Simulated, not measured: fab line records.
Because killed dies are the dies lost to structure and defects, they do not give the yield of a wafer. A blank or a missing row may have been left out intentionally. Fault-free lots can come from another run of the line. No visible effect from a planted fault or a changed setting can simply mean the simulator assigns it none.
Chamber matching | flow n5Finfet | N5_GATE_CUT_SAC_CAP_01 on aldSin-02: 4 sister chambers
The step material SiNx, target thk 24 nm, pulse time 1 s, ald cycles 480. 4 wafers are shown with their chamber, then 9 later ones without.

WAFERS WITH THEIR CHAMBER
wafer  | chamber | heaterPowerW (W)
L086.2 | 0       | 863
L090.2 | 2       | 1074
L090.3 | 3       | 825
L090.6 | 1       | 849

WAFERS MISSING THEIR CHAMBER
wafer  | heaterPowerW (W)
L091.1 | 1087
L091.3 | 832
L091.6 | 1112
L093.3 | 813
L093.4 | 842
L093.5 | 834
L095.4 | 866
L095.5 | 852
L095.6 | 833

WHICH CHAMBER EACH WENT THROUGH
wafer  | from the rows above          | in truth
L091.1 | 2                            | 2
L091.3 | can't be placed: 3 or 1 or 0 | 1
L091.6 | 2                            | 2
L093.3 | can't be placed: 3 or 1      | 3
L093.4 | can't be placed: 1 or 3 or 0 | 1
L093.5 | can't be placed: 3 or 1 or 0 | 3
L095.4 | can't be placed: 0 or 1      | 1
L095.5 | can't be placed: 1 or 0 or 3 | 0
L095.6 | can't be placed: 3 or 1 or 0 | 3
Correct placement for 2 of the 9. These rows do not allow placing 7 (true chamber among the candidates in 7). 0 placed wrongly.
How it was worked out, from the rows above alone: a wafer's distance from a chamber is the root of the sum, over the readings, of the square of ((its reading less the chamber's mean) divided by the reading's scatter). If the next closest chamber is less than 2 further off than the closest, the wafer can't be placed; otherwise it belongs to the closest. For every chamber, the mean is computed from those of its wafers that are shown. The scatter (one wafer shown for each chamber): square how far every hidden wafer sits from the nearest shown wafer, average those squares and take the square root.
